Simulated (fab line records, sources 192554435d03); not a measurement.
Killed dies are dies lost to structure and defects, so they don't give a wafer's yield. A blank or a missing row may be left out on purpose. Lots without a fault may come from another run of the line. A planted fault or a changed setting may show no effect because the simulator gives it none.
fab line records | flow n5_finfet
record lots=7 wafers=21 last_day=17
route steps=1938 shown DUMMY_GATE@240 SD_EPI_P@307 BEOL_M4@1111 PASSIVATION@1936
lots that met no fault: from a run of the same line without faults
start_h: hours from the record's first day to the start of the lot's first wafer shown | wait_h: hours since the lot's step before | " the same as in the row above | L1.1+2: a row that stands for several wafers | - no value, or no start given | * or withheld: withheld | < > ~ a bound
route shown NAME@n: a module of which the file shows steps, and the number in the route of the first | usual: mean/standard deviation of fault-free wafers | same: alike in all rows | chamber/n: place in a boat | sites: the reading at each site | _std_site: their standard deviation | _edge_site: outer sites' mean less inner sites' | radius_mm: how far each site lies from the wafer's centre | mask NAME#n: copy n | behind: the tool/chamber that last shaped the wafer | hold: why the lot was held/for how many hours/how that ended | device: the transistor (n, p or np) that didn't switch | end of line: the same wafers' tests at the end of the route | a step without rows: its recipe alone | killed: dies lost to structure and defects at the first sort, not the wafer's yield | map: a wafer's dies, x killed, . not, _ none there
set.NAME: the setting as run; set.NAME@STEP: as run at that earlier step | model.NAME: the simulator's own value behind a step, which no gauge read
steps of the route over a sample of lots; a table a step, a row a wafer
services: from which hour (start_h, from the record's first day; less than 0 if before it) a tool's chamber was out of use, for how many hours, and why
## steps
# step N5_DUMMY_GATE_TRIM_49
# recipe chemistry=O2 resist=SOC time_s=29 target_cd_nm=14 source_power_w=300 bias_power_w=0 O2_flow_sccm=100 temp_c=20
# usual drypump_motor_current_A=5.7/0.32 oes_product_au=0.999/0.019 throttle_valve_pct=8.13/0.19
# columns lot.wafer tool chamber start_h wait_h drypump_motor_current_A oes_product_au rf_hours_counter_h throttle_valve_pct
L238.2 rie_si-01 3 114.29 0.0 5.9 1.025 179 8.53
L238.3 " 0 " " 5.2 1.027 9 8.13
L238.6 " 2 " " 5.7 0.966 - 7.88
L239.1 rie_si-01 1 121.47 0.0 5.9 1.012 172 8.15
L239.3 " 3 " " 5.9 1.021 179 8.54
L239.4 " 2 " " 5.7 0.954 12 7.90
L240.1 rie_si-05 0 129.21 0.0 5.6 1.030 3 8.12
L240.2 " 2 " " 5.4 0.993 19 7.89
L240.3 " 1 " " 6.0 1.003 136 8.22
L245.2 rie_si-06 1 155.43 0.0 6.1 0.997 36 8.22
L245.4 " 3 " " 5.5 1.009 26 7.83
L245.5 " 1 " " 6.1 0.995 - 8.23
L247.2 rie_si-05 1 165.99 0.0 6.0 0.999 137 8.19
L247.4 " 0 " " 5.6 1.029 4 8.12
L247.6 " 0 " " 5.7 1.029 - 8.11
L248.1 rie_si-05 1 173.35 0.0 5.9 1.000 137 8.21
L248.2 " 3 " " 5.0 0.992 106 8.34
L248.4 " 2 " " 5.5 1.004 20 7.89
L250.2 rie_si-06 0 184.56 0.0 5.8 1.002 3 8.02
L250.5 " 1 " " 6.1 0.992 - 8.23
L250.6 " 0 " " 5.9 0.996 - 8.01
# step N5_DUMMY_GATE_STRIP_40
# recipe chemistry=CF4 resist=SiARC power_w=300 bias_power_w=75 pressure_mtorr=50 cf4_flow_sccm=150 rf_frequency_hz=6e+07
# usual drypump_motor_current_A=5.7/0.41 oes_product_au=0.77/0.082 rf_vpp_V=271.9/1.2 showerhead_plenum_p_Torr=1.83/0.042 throttle_valve_pct=13.53/0.23
# columns lot.wafer tool chamber start_h wait_h drypump_motor_current_A oes_product_au rf_hours_counter_h rf_vpp_V showerhead_plenum_p_Torr throttle_valve_pct
L238.2 rie_diel-04 2 114.39 0.1 6.0 0.68 238 271.6 1.82 13.95
L238.3 " 1 " " 4.9 0.75 142 272.6 1.84 13.27
L238.6 " 2 " " 6.0 0.68 - 272.2 1.82 13.94
L239.1 rie_diel-04 1 121.60 0.1 5.0 0.74 144 273.0 1.84 13.27
L239.3 " 0 " " 5.4 0.75 152 272.6 1.87 13.66
L239.4 " 2 " " 6.0 0.68 239 271.3 1.82 13.97
L240.1 rie_diel-01 0 129.31 0.1 5.6 0.69 222 271.9 1.79 13.83
L240.2 " 1 " " 5.7 0.86 42 273.1 1.92 13.60
L240.3 " 2 " " 5.8 0.90 22 270.5 1.77 13.62
L245.2 rie_diel-04 3 155.53 0.1 6.1 0.80 104 271.7 1.83 13.29
L245.4 " 0 " " 5.4 0.75 162 273.1 1.87 13.68
L245.5 " 2 " " 6.0 0.67 - 272.3 1.82 13.98
L247.2 rie_diel-04 1 166.09 0.1 5.0 0.74 160 271.1 1.84 13.33
L247.4 " 0 " " 5.4 0.74 165 272.5 1.87 13.70
L247.6 " 1 " " 4.9 0.73 - 272.6 1.84 13.33
L248.1 rie_diel-04 0 173.45 0.1 5.5 0.74 168 272.1 1.87 13.67
L248.2 " 3 " " 6.1 0.80 110 272.2 1.83 13.32
L248.4 " 3 " " 6.1 0.80 - 272.0 1.83 13.30
L250.2 rie_diel-04 1 184.66 0.1 5.0 0.74 164 272.4 1.84 13.35
L250.5 " 0 " " 5.4 0.74 - 271.7 1.87 13.69
L250.6 " 3 " " 6.1 0.79 - 269.8 1.83 13.35
# step N5_DUMMY_GATE_HM_OPEN_21
# recipe chemistry=CH3F/O2 target=SiNx target_depth_a=1200 Ar_flow_sccm=150 CH3F_flow_sccm=30 O2_flow_sccm=23 time_s=171.4 pressure_mtorr=30 source_w=395 bias_w=73 ion_energy_ev=120.7
# usual drypump_motor_current_A=5.6/0.36 mfc_ar_sccm=150.0/0.44 oes_product_au=0.79/0.093 rf_vpp_V=299/6.4 showerhead_plenum_p_Torr=2.08/0.035 throttle_valve_pct=16.36/0.19
# columns lot.wafer tool chamber start_h wait_h drypump_motor_current_A mfc_ar_sccm oes_product_au rf_hours_counter_h rf_vpp_V showerhead_plenum_p_Torr throttle_valve_pct
L238.2 rie_diel-01 3 114.57 0.0 6.2 149.5 0.67 241 290 2.01 16.51
L238.3 " 1 " " 5.7 149.9 0.87 37 304 2.14 16.33
L238.6 " 1 " " 5.7 149.9 0.88 - 303 2.14 16.34
L239.1 rie_diel-05 2 121.95 0.0 5.7 149.7 0.98 2 310 2.06 16.06
L239.3 " 3 " " 5.8 149.5 0.71 240 296 2.10 16.40
L239.4 " 0 " " 5.0 149.7 0.73 194 296 2.10 16.43
L240.1 rie_diel-05 2 129.49 0.0 5.7 149.1 0.97 5 310 2.05 16.07
L240.2 " 0 " " 5.0 149.2 0.73 197 296 2.10 16.43
L240.3 " 3 " " 5.8 148.8 0.71 243 297 2.10 16.39
L245.2 rie_diel-04 2 155.72 0.0 6.0 149.8 0.68 247 295 2.06 16.82
L245.4 " 0 " " 5.4 149.7 0.74 162 295 2.09 16.46
L245.5 " 2 " " 6.0 149.4 0.68 - 294 2.06 16.79
L247.2 rie_diel-04 3 166.27 0.0 6.1 150.2 0.81 107 314 2.06 16.16
L247.4 " 0 " " 5.5 149.4 0.75 - 296 2.09 16.47
L247.6 " 3 " " 6.1 149.8 0.81 - 310 2.06 16.14
L248.1 rie_diel-01 0 173.64 0.0 5.6 149.6 0.68 239 293 1.99 16.63
L248.2 " 2 " " 5.8 150.1 0.88 38 300 1.98 16.58
L248.4 " 1 " " 5.7 150.3 0.84 59 304 2.13 16.37
L250.2 rie_diel-04 1 184.85 0.0 5.0 149.8 0.75 164 303 2.07 16.14
L250.5 " 1 " " 5.0 149.8 0.74 - 305 2.07 16.14
L250.6 " 0 " " 5.4 149.4 0.74 - 296 2.09 16.48
# step N5_SD_EPI_P_ETCH_36
# recipe chemistry=CF4 target=SiARC target_depth_a=455 mask_material=CAR-ArF-block time_s=75.8 ion_energy_ev=80 pressure_mtorr=40 source_w=545 bias_w=36 Ar_flow_sccm=100 cf4_flow_sccm=100 ends=cleared
# usual bias_w=35.99/0.1 cf4_flow_sccm=99.98/0.28 drypump_motor_current_A=5.6/0.34 etch_rf_on_time_s=76.3/2.5 mfc_ar_sccm=100.00/0.29 oes_product_au=0.69/0.082 rf_vpp_V=184.7/1.1 showerhead_plenum_p_Torr=2.19/0.045 throttle_valve_pct=15.51/0.2
# columns lot.wafer tool chamber start_h wait_h bias_w cf4_flow_sccm drypump_motor_current_A etch_rf_on_time_s mfc_ar_sccm oes_product_au rf_hours_counter_h rf_vpp_V showerhead_plenum_p_Torr throttle_valve_pct
L238.2 rie_diel-01 2 121.52 0.0 - - - - - - - - - -
L238.3 " 0 " " - - - - - - - - - -
L238.6 " 0 " " - - - - - - - - - -
L239.1 rie_diel-04 1 128.88 0.0 - - - - - - - - - -
L239.3 " 0 " " - - - - - - - - - -
L239.4 " 2 " " - - - - - - - - - -
L240.1 rie_diel-05 2 136.15 0.0 - - - - - - - - - -
L240.2 " 0 " " - - - - - - - - - -
L240.3 " 1 " " - - - - - - - - - -
L245.2 rie_diel-05 0 163.78 0.0 36.00 100.11 5.0 72.1 100.02 0.63 208 185.7 2.21 15.51
L245.4 " 0 " " 36.00 100.18 5.0 72.0 99.75 0.63 - 183.2 2.21 15.53
L245.5 " 2 " " 36.11 100.10 5.7 76.7 100.16 0.79 - 185.6 2.18 15.29
L247.2 rie_diel-05 1 172.37 0.0 35.83 99.98 5.6 77.2 99.96 0.73 42 183.6 2.19 15.47
L247.4 " 3 " " 35.81 99.71 5.8 80.6 99.77 0.82 0 182.8 2.22 15.13
L247.6 " 3 " " 35.93 99.96 5.8 80.4 99.68 0.80 - 184.8 2.22 15.12
L248.1 rie_diel-05 0 180.94 0.0 36.02 99.94 5.0 72.7 100.08 0.62 214 185.1 2.21 15.54
L248.2 " 1 " " 35.89 100.57 5.6 78.4 100.30 0.72 44 183.3 2.19 15.47
L248.4 " 3 " " 35.96 100.04 5.8 81.3 100.23 0.78 4 186.9 2.22 15.12
L250.2 rie_diel-05 2 192.13 0.0 35.93 99.87 5.7 77.4 100.12 0.77 27 185.4 2.18 15.29
L250.5 " 3 " " 36.08 99.19 5.8 81.4 99.92 0.76 - 185.8 2.22 15.13
L250.6 " 2 " " 35.93 99.45 5.7 77.5 99.61 0.77 - 185.0 2.18 15.30
# step N5_SD_EPI_P_ETCH_37
# recipe chemistry=N2/H2 target=SOC overetch_a=1080 mask_material=SiARC temp_c=40 ion_energy_ev=100 source_w=3000 bias_w=133 pressure_mtorr=20 time_s=486 n2_flow_sccm=200 h2_flow_sccm=200 ends=end_point
# usual bias_w=133.0/0.4 chamber_pressure_mTorr=20.001/0.019 drypump_motor_current_A=5.6/0.34 oes_product_au=0.72/0.089 rf_vpp_V=241.4/1.1 showerhead_plenum_p_Torr=2.58/0.06 throttle_valve_pct=23.5/0.33
# columns lot.wafer tool chamber start_h wait_h bias_w chamber_pressure_mTorr drypump_motor_current_A oes_product_au rf_hours_counter_h rf_vpp_V showerhead_plenum_p_Torr throttle_valve_pct
L238.2 rie_diel-01 2 121.58 0.0 133.1 19.979 5.8 0.35 21 240.8 2.48 23.6
L238.3 " 0 " " 133.5 19.985 5.6 0.27 220 239.4 2.49 23.2
L238.6 " 0 " " 133.7 20.019 5.7 0.27 - 241.6 2.49 23.2
L239.1 rie_diel-04 1 128.94 0.0 131.9 20.005 5.0 0.28 146 243.5 2.67 23.5
L239.3 " 0 " " 133.6 19.997 5.4 0.28 153 242.3 2.63 23.3
L239.4 " 2 " " 133.1 19.961 6.0 0.25 241 240.5 2.59 23.6
L240.1 rie_diel-05 2 136.21 0.0 132.6 19.999 5.7 0.35 8 242.2 2.58 23.2
L240.2 " 0 " " 133.6 19.987 5.0 0.28 199 240.9 2.62 23.6
L240.3 " 1 " " 133.2 20.011 5.6 0.33 29 243.1 2.59 23.5
L245.2 rie_diel-05 0 163.84 0.0 132.8 20.022 5.0 0.64 208 240.8 2.62 23.8
L245.4 " 0 " " 132.6 19.999 5.0 0.63 - 241.0 2.62 23.8
L245.5 " 2 " " 132.9 20.047 5.7 0.84 - 242.0 2.58 23.4
L247.2 rie_diel-05 1 172.43 0.0 133.1 20.005 5.6 0.78 42 240.2 2.58 23.8
L247.4 " 3 " " 133.8 19.994 5.8 0.87 0 241.6 2.58 22.8
L247.6 " 3 " " 133.7 19.991 5.8 0.87 - 242.8 2.58 22.8
L248.1 rie_diel-05 0 181.00 0.0 133.2 20.029 5.0 0.64 214 242.3 2.62 23.8
L248.2 " 1 " " 133.0 20.027 5.6 0.78 44 240.1 2.58 23.7
L248.4 " 3 " " 132.9 20.015 5.8 0.84 4 240.9 2.58 22.8
L250.2 rie_diel-05 2 192.19 0.0 133.0 19.987 5.7 0.81 27 241.4 2.58 23.4
L250.5 " 3 " " 133.1 20.004 5.8 0.84 - 241.8 2.58 22.8
L250.6 " 2 " " 133.1 19.997 5.7 0.80 - 240.1 2.58 23.4
# step N5_SD_EPI_P_ETCHBACK_46
# recipe chemistry=CH3F/O2 mode=anisotropic_etchback target=SiNx target_depth_a=175 stop_on=SiO2 over_etch_frac=0.3 ion_energy_ev=120 pressure_mtorr=30 source_w=395 bias_w=73 Ar_flow_sccm=150 CH3F_flow_sccm=30 O2_flow_sccm=20
# usual drypump_motor_current_A=5.6/0.33 mfc_ar_sccm=150.0/0.39 oes_product_au=0.69/0.085 rf_vpp_V=297/6.6 showerhead_plenum_p_Torr=2.05/0.041 throttle_valve_pct=16.24/0.21
# columns lot.wafer tool chamber start_h wait_h drypump_motor_current_A mfc_ar_sccm oes_product_au rf_hours_counter_h rf_vpp_V showerhead_plenum_p_Torr throttle_valve_pct
L238.2 rie_diel-01 2 121.90 0.0 5.8 150.1 0.34 21 300 1.97 16.38
L238.3 " 0 " " 5.6 150.1 0.26 220 292 1.98 16.45
L238.6 " 0 " " 5.6 150.8 0.26 - 292 1.98 16.45
L239.1 rie_diel-04 1 129.26 0.0 4.9 149.5 0.29 146 302 2.06 15.96
L239.3 " 0 " " 5.4 149.7 0.29 153 294 2.08 16.29
L239.4 " 2 " " 6.0 149.4 0.26 242 290 2.04 16.63
L240.1 rie_diel-05 2 136.53 0.0 5.7 150.3 0.36 8 306 2.03 15.92
L240.2 " 0 " " 5.0 150.0 0.26 200 295 2.08 16.27
L240.3 " 1 " " 5.6 149.6 0.33 29 292 2.06 16.16
L245.2 rie_diel-05 0 164.16 0.0 5.0 149.9 0.61 208 294 2.08 16.34
L245.4 " 0 " " 5.0 149.9 0.61 - 293 2.08 16.32
L245.5 " 2 " " 5.7 150.5 0.79 - 307 2.03 15.98
L247.2 rie_diel-05 1 172.75 0.0 5.6 149.5 0.75 42 293 2.06 16.24
L247.4 " 3 " " 5.8 150.3 0.83 0 294 2.07 15.83
L247.6 " 3 " " 5.8 150.7 0.84 - 293 2.07 15.82
L248.1 rie_diel-05 0 181.32 0.0 5.0 149.3 0.60 214 292 2.08 16.34
L248.2 " 1 " " 5.6 149.7 0.74 44 290 2.06 16.25
L248.4 " 3 " " 5.8 149.7 0.80 4 292 2.07 15.84
L250.2 rie_diel-05 2 192.51 0.0 5.6 149.8 0.79 27 307 2.03 15.98
L250.5 " 3 " " 5.8 150.1 0.79 - 292 2.07 15.84
L250.6 " 2 " " 5.7 150.3 0.77 - 308 2.03 16.00
# step N5_BEOL_M4_RC_MEAS_101
# usual DIBL_N=35.9/2.5 DIBL_P=36.0/3 IOFF_N=0.16/0.047 IOFF_P=0.21/0.047 ION_N=671/14 ION_P=460/8.8 SS_N=71.5/0.73 SS_P=73.2/0.91 VT_N=250/4.3 VT_P=-251/3.6
# columns lot.wafer tool chamber start_h wait_h DIBL_N[mV/V] DIBL_P[mV/V] IOFF_N[nA/um] IOFF_P[nA/um] ION_N[uA/um] ION_P[uA/um] SS_N[mV/dec] SS_P[mV/dec] VT_N[mV] VT_P[mV]
L245.2 prober-02 0 274.46 0.2 39.7 41.2 0.27 0.32 703 470 73.1 74.6 241 -245
L245.4 " 0 " " 38.5 39.9 0.25 0.29 690 471 72.2 75.1 244 -245
L245.5 " 0 " " 34.5 35.4 0.15 0.23 681 467 71.6 73.0 248 -249
L247.2 prober-01 0 283.90 0.2 34.3 34.8 0.13 0.19 667 460 71.5 73.0 253 -252
L247.4 " 0 " " 35.8 37.5 0.15 0.22 654 457 71.7 73.7 251 -249
L247.6 " 0 " " 37.4 40.5 0.21 0.29 692 473 72.7 74.5 243 -244
L248.1 prober-01 0 291.36 0.0 35.8 35.4 0.17 0.22 684 471 71.1 73.1 249 -247
L248.2 " 0 " " 38.1 37.6 0.18 0.23 678 467 72.0 73.7 250 -249
L248.4 " 0 " " 35.3 34.9 0.15 0.22 655 456 71.4 73.0 251 -249
L250.2 prober-01 0 300.53 0.2 35.2 33.5 0.12 0.16 668 458 71.1 73.0 254 -252
L250.5 " 0 " " 39.7 39.0 0.20 0.25 673 457 73.0 74.5 249 -250
L250.6 " 0 " " 33.6 33.2 0.11 0.16 664 462 70.8 72.2 253 -254
# step N5_PASSIVATION_PROBE_49
# usual killed_at_M0_to_M3=34/8.9 killed_at_M4_up=13/4.6 killed_at_contacts=12/5.5 killed_at_front_end=41/11 killed_at_other=3.1/2.9 killed_dies=102/16 killed_on_rim=13/4.2 killed_open=66/11 killed_short=34/7.6
# same gross_dies=1180 killed_at_back_side=0
# columns lot.wafer tool chamber start_h wait_h killed_at_M0_to_M3 killed_at_M4_up killed_at_contacts killed_at_front_end killed_at_other killed_dies killed_on_rim killed_open killed_short
L238.2 prober-01 - 326.41 0.1 23 8 9 1137 3 1180 152 46 29
L238.3 prober-01 - 326.46 0.1 33 20 6 1120 1 1180 152 63 41
L238.6 prober-01 - 326.61 0.3 34 12 9 1121 4 1180 152 71 31
L240.1 prober-02 - 346.22 0.0 33 11 9 1123 4 1180 152 60 29
L240.2 prober-02 - 346.27 0.1 21 10 7 1141 1 1180 152 64 25
L240.3 prober-02 - 346.32 0.1 63 13 5 1095 4 1180 152 62 39
L239.1 prober-01 - 346.62 0.0 41 20 19 1096 4 1180 152 82 36
L239.3 prober-01 - 346.72 0.1 31 16 10 1121 2 1180 152 64 35
L239.4 prober-01 - 346.77 0.2 27 13 13 1123 4 1180 152 64 40
# killed by level:class
L238.2 SD_EPI_P:area_etch=1105 STI_FIN_REVEAL:geometric_particle:open=8 FIN_SAQP:geometric_particle:short=6 BEOL_M0_SAQP:geometric_particle:short=6 BEOL_M2:geometric_particle:open=6 MOL_CONTACT_COAG:geometric_particle:open=5 FIN_SAQP:geometric_particle:open=4 MOL_CONTACT_COAG:geometric_particle:short=4
L238.3 SD_EPI_P:area_etch=1075 FIN_SAQP:geometric_particle:short=10 BEOL_M2:geometric_particle:open=10 BEOL_M0_SAQP:geometric_particle:short=9 BEOL_M0_SAQP:geometric_particle:open=8 STI_FIN_REVEAL:geometric_particle:open=7 GATE_CUT:geometric_particle:short=7 BEOL_M4:geometric_particle:open=6
L238.6 SD_EPI_P:area_etch=1077 STI_FIN_REVEAL:geometric_particle:open=16 FIN_SAQP:geometric_particle:open=9 MOL_CONTACT_COAG:geometric_particle:open=8 BEOL_M0_SAQP:geometric_particle:short=8 BEOL_M4:geometric_particle:open=7 BEOL_M0_SAQP:geometric_particle:open=6 FIN_SAQP:geometric_particle:short=4
L240.1 SD_EPI_P:area_etch=1091 FIN_SAQP:geometric_particle:open=9 BEOL_M1:geometric_particle:open=8 FIN_SAQP:geometric_particle:short=7 BEOL_M2:geometric_particle:open=7 STI_FIN_REVEAL:geometric_particle:open=7 BEOL_M0_SAQP:geometric_particle:short=7 MOL_CONTACT_COAG:geometric_particle:open=6
L240.2 SD_EPI_P:area_etch=1090 FIN_SAQP:geometric_particle:open=20 FIN_SAQP:geometric_particle:short=8 BEOL_M0_SAQP:geometric_particle:open=7 DUMMY_GATE:geometric_particle:open=6 MOL_CONTACT_COAG:geometric_particle:open=6 BEOL_M0_SAQP:geometric_particle:short=6 BEOL_M3:geometric_particle:open=6
L240.3 SD_EPI_P:area_etch=1077 BEOL_M0_SAQP:geometric_particle:open=18 BEOL_M0_SAQP:geometric_particle:short=15 BEOL_M1:geometric_particle:open=7 BEOL_M2:geometric_particle:open=6 BEOL_M3:geometric_particle:open=6 STI_FIN_REVEAL:geometric_particle:open=5 BEOL_M1:geometric_particle:short=5
L239.1 SD_EPI_P:area_etch=1062 BEOL_M0_SAQP:geometric_particle:open=15 MOL_CONTACT_COAG:geometric_particle:open=11 BEOL_M4:geometric_particle:open=10 FIN_SAQP:geometric_particle:open=8 MOL_CONTACT_COAG:geometric_particle:short=8 BEOL_M3:geometric_particle:open=7 BEOL_M0_SAQP:geometric_particle:short=6
L239.3 SD_EPI_P:area_etch=1081 FIN_SAQP:geometric_particle:open=11 STI_FIN_REVEAL:geometric_particle:open=11 BEOL_M0_SAQP:geometric_particle:short=11 MOL_CONTACT_COAG:geometric_particle:open=8 BEOL_M0_SAQP:geometric_particle:open=7 BEOL_M4:geometric_particle:open=6 STARTING-WAFER:geometric_particle:short=6
L239.4 SD_EPI_P:area_etch=1076 FIN_SAQP:geometric_particle:short=17 FIN_SAQP:geometric_particle:open=15 MOL_CONTACT_COAG:geometric_particle:open=12 BEOL_M0_SAQP:geometric_particle:open=8 BEOL_M0:geometric_particle:open=7 STI_FIN_REVEAL:geometric_particle:open=6 BEOL_M0_SAQP:geometric_particle:short=5
## services
# columns tool chamber start_h hours kind
rie_diel-05 2 97.64 - clean
rie_diel-05 2 97.64 - consumable_replace:focus_ring
rie_diel-05 2 97.64 18.7 scheduled_down
rie_diel-05 2 97.64 18.7 vent_cycle
rie_diel-01 - 100.88 0.9 repair
rie_si-05 0 104.16 2.8 repair
rie_si-06 - 108.52 0.1 repair
rie_si-06 1 114.25 13.2 repair
rie_si-05 3 127.23 6.0 repair
rie_diel-04 0 135.51 2.6 repair
rie_diel-04 2 137.67 9.0 repair
rie_diel-01 3 146.17 - clean
rie_diel-05 3 154.00 3.5 repair
rie_diel-04 - 156.29 1.1 repair
rie_diel-05 3 157.53 - clean
rie_diel-05 3 157.53 - consumable_replace:focus_ring
rie_diel-05 3 157.53 14.8 scheduled_down
rie_diel-05 3 157.53 14.8 vent_cycle
rie_diel-04 2 166.11 - clean
rie_diel-04 2 166.11 - consumable_replace:focus_ring
rie_diel-04 2 166.11 30.5 scheduled_down
rie_diel-04 2 166.11 30.5 vent_cycle
rie_diel-04 1 173.36 6.0 repair
rie_si-06 3 175.58 8.2 repair
## key
first_sign step=N5_SD_EPI_P_ETCH_36 reading=tool_record direction=missing
effect step=N5_SD_EPI_P_ETCH_37 reading=oes_product_au direction=down sigmas=4.8 usual=0.72 struck=0.30
effect step=N5_SD_EPI_P_ETCHBACK_46 reading=oes_product_au direction=down sigmas=4.7 usual=0.69 struck=0.29
effect step=N5_PASSIVATION_PROBE_49 reading=killed_at_front_end direction=up sigmas=94 usual=41 struck=1120
more_kills_born_at N5_SD_EPI_P_ETCH_36@rie_diel-05=3258 N5_SD_EPI_P_ETCH_36@rie_diel-01=3257 N5_SD_EPI_P_ETCH_36@rie_diel-04=3219
met_at N5_SD_EPI_P_ETCH_36
struck_lots L238,L239,L240
later_rows_left_out L238.2,L238.3,L238.6,L239.1,L239.3,L239.4,L240.1,L240.2,L240.3
tester_left_out L238,L239,L240
not_acting_at N5_DUMMY_GATE_TRIM_49,N5_DUMMY_GATE_STRIP_40,N5_DUMMY_GATE_HM_OPEN_21
fault kind=skipped_step_whole tool=rie_diel-01,rie_diel-04,rie_diel-05 chamber=- onset_h=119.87 steps=N5_SD_EPI_P_ETCH_36 scope=struck_lots_only
# tester_left_out: of these lots the tester's yield and bins aren't shown, on N5 and GAA mostly nor the transistor test; their killed dies are dies lost to structure and defects alone, not to doping, threshold or leakage, so they don't give the yield
# later_rows_left_out: the simulator's readings of these wafers behind a module that went badly wrong aren't trusted and aren't shown, but for the sort
